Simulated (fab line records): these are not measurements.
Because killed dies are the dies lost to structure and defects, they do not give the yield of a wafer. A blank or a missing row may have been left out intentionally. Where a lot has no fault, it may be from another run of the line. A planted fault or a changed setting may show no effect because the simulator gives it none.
Matching of chambers / flow n5 finfet / 4 sister chambers for N5_BEOL_M8_ETCH_62 on rie diel-04
The step etches SOC in N2/H2, target depth 110 nm, overetch 22 nm, time 165 s. 8 wafers are shown with their chamber, then 9 later ones without.

== WAFERS, EACH WITH ITS CHAMBER ==
wafer=L082.1; chamber=0; throttle valve pct (%)=17.61; showerhead plenum p Torr (Torr)=2.68
wafer=L082.6; chamber=2; throttle valve pct (%)=18.05; showerhead plenum p Torr (Torr)=2.46
wafer=L084.1; chamber=3; throttle valve pct (%)=17.85; showerhead plenum p Torr (Torr)=2.51
wafer=L084.2; chamber=2; throttle valve pct (%)=18.02; showerhead plenum p Torr (Torr)=2.46
wafer=L084.5; chamber=3; throttle valve pct (%)=17.84; showerhead plenum p Torr (Torr)=2.51
wafer=L085.1; chamber=0; throttle valve pct (%)=17.65; showerhead plenum p Torr (Torr)=2.67
wafer=L085.2; chamber=1; throttle valve pct (%)=17.35; showerhead plenum p Torr (Torr)=2.71
wafer=L085.6; chamber=1; throttle valve pct (%)=17.36; showerhead plenum p Torr (Torr)=2.71

== WAFERS MISSING THEIR CHAMBER ==
wafer=L092.1; throttle valve pct (%)=17.66; showerhead plenum p Torr (Torr)=2.67
wafer=L092.3; throttle valve pct (%)=18.06; showerhead plenum p Torr (Torr)=2.45
wafer=L092.5; throttle valve pct (%)=17.38; showerhead plenum p Torr (Torr)=2.70
wafer=L096.1; throttle valve pct (%)=17.39; showerhead plenum p Torr (Torr)=2.70
wafer=L096.2; throttle valve pct (%)=17.68; showerhead plenum p Torr (Torr)=2.66
wafer=L096.3; throttle valve pct (%)=18.08; showerhead plenum p Torr (Torr)=2.45
wafer=L097.2; throttle valve pct (%)=17.38; showerhead plenum p Torr (Torr)=2.70
wafer=L097.4; throttle valve pct (%)=17.68; showerhead plenum p Torr (Torr)=2.66
wafer=L097.6; throttle valve pct (%)=17.46; showerhead plenum p Torr (Torr)=2.49

== WHICH CHAMBER EACH ONE RAN IN ==
wafer=L092.1; from the rows above=0; in truth=0
wafer=L092.3; from the rows above=2; in truth=2
wafer=L092.5; from the rows above=1; in truth=1
wafer=L096.1; from the rows above=1; in truth=1
wafer=L096.2; from the rows above=0; in truth=0
wafer=L096.3; from the rows above=2; in truth=2
wafer=L097.2; from the rows above=1; in truth=1
wafer=L097.4; from the rows above=0; in truth=0
wafer=L097.6; from the rows above=3; in truth=3
Placed correctly: 9 of 9. From these rows, 0 cannot be placed. Number placed wrongly: 0.
How it was worked out, from the rows above alone: a wafer's distance from a chamber is the root of the sum, over the readings, of the square of ((its reading less the chamber's mean) divided by the reading's scatter). If the next closest chamber is less than 2 further off than the closest, the wafer can't be placed; otherwise it belongs to the closest. Each chamber's mean is taken over the wafers shown for it. The scatter: take each reading less its chamber's mean, square it, sum over the shown wafers, divide by the number of wafers less the number of chambers, and take the root.
